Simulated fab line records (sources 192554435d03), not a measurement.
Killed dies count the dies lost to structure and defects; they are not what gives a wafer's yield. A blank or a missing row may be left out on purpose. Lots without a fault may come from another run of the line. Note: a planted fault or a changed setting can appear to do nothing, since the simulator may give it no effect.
Matching of chambers | flow n5_finfet | rie_diel-03 running N5_FIN_SAQP_ETCH_34: 4 sister chambers
The step etches SiO2 in C4F6/O2, target depth 45 nm, time 15 s. 8 wafers are shown with their chamber, then 7 later ones without.

## WAFERS, EACH WITH ITS CHAMBER
wafer  | chamber | showerhead_plenum_p_Torr (Torr) | drypump_motor_current_A (A)
L079.1 | 1       | 3.04                            | 5.1
L082.1 | 2       | 2.75                            | 6.0
L082.6 | 0       | 2.96                            | 6.3
L085.1 | 3       | 2.96                            | 5.6
L085.3 | 2       | 2.75                            | 6.0
L085.5 | 3       | 2.96                            | 5.6
L087.1 | 0       | 2.95                            | 6.2
L087.4 | 1       | 3.03                            | 5.2

## WAFERS WHOSE CHAMBER IS MISSING
wafer  | showerhead_plenum_p_Torr (Torr) | drypump_motor_current_A (A)
L087.5 | 2.75                            | 6.0
L090.4 | 2.95                            | 5.6
L090.5 | 2.74                            | 6.0
L090.6 | 2.95                            | 5.6
L095.1 | 2.74                            | 6.0
L095.3 | 3.03                            | 5.2
L095.5 | 2.94                            | 6.3

## WHICH CHAMBER EACH ONE RAN IN
wafer  | from the rows above | in truth
L087.5 | 2                   | 2
L090.4 | 3                   | 3
L090.5 | 2                   | 2
L090.6 | 3                   | 3
L095.1 | 2                   | 2
L095.3 | 1                   | 1
L095.5 | 0                   | 0
Correct placement for 7 of the 7. Not placeable from these rows: 0. 0 placed wrongly.
How it was worked out, from the rows above alone: a wafer's distance from a chamber is the root of the sum, over the readings, of the square of ((its reading less the chamber's mean) divided by the reading's scatter). If the next closest chamber is less than 2 further off than the closest, the wafer can't be placed; otherwise it belongs to the closest. Each chamber's mean is taken over the wafers shown for it. How the scatter is found: for the shown wafers, subtract from each reading the mean of its chamber, square and add these, divide the total by (wafers less chambers), then take the root.
